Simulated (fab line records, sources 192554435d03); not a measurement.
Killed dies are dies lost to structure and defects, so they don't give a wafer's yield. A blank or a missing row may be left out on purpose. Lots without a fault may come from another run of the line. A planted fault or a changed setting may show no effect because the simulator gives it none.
Which tool did it? | flow n5_finfet | 10 lots, 30 wafers sampled, at 2 steps of a route of 1938

WHAT THE GAUGES READ, wafer by wafer
N5_PASSIVATION_OVL_MEAS_60.
lot  | measured     | on         | TV_OVL (nm)
L822 | day 11 20:20 | overlay-01 | 1 7 2
L824 | day 11 23:55 | overlay-02 | 2 5 -2
L825 | day 12 13:53 | overlay-02 | -9 1 -3
L826 | day 13 03:37 | overlay-01 | 0 7 3
L827 | day 13 14:31 | overlay-01 | -6 -6 -3
L829 | day 13 18:34 | overlay-02 | -7 0 -1
L830 | day 14 10:22 | overlay-01 | -1 -2 2
L831 | day 14 10:23 | overlay-02 | -2 4 2
L837 | day 15 16:04 | overlay-01 | 1 2 -1
L838 | day 16 08:08 | overlay-02 | 4 8 13

WHICH TOOL RAN EACH LOT (tool, then ch and the chambers of the sampled wafers, then the start)
lot  | N5_BEOL_M5_ETCH_72
L822 | rie_diel-06 ch 2,3, day 8 03:31
L824 | rie_diel-06 ch 0,1,2, day 8 08:29
L825 | rie_diel-06 ch 2,3, day 8 12:04
L826 | rie_diel-06 ch 0,1,2, day 8 23:57
L827 | rie_diel-06 ch 0,1,2, day 9 03:49
L829 | rie_diel-06 ch 0,1, day 9 16:51
L830 | rie_diel-02 ch 0,2,3, day 9 22:16
L831 | rie_diel-02 ch 0,2, day 10 01:42
L837 | rie_diel-02 ch 1,2,3, day 11 12:39
L838 | rie_diel-02 ch 1,2, day 12 18:50
- N5_BEOL_M5_ETCH_72: etches underlayer in N2/H2, target depth 6.5 nm, time 5.2 s.

THE ANSWER, worked out from the rows above alone
Rule: what is usual is taken from the lots themselves. Put in order of their means at a reading, lots are off if they are a third of the lots or fewer, leave a main group of 4 or more, and stand apart from it by a gap of 3 or more times the standard deviation of the main group's means; of several such gaps the widest counts. A main group whose means are all the same, to the digits that the tables above print for the reading, isn't used. A lot without any number at a reading at which 4 lots or more have one is off too. The other lots that the step has rows for count as sound.
No lot is off at any reading shown: from this, nothing can be told.

WHAT THE SIMULATOR HAD PUT IN
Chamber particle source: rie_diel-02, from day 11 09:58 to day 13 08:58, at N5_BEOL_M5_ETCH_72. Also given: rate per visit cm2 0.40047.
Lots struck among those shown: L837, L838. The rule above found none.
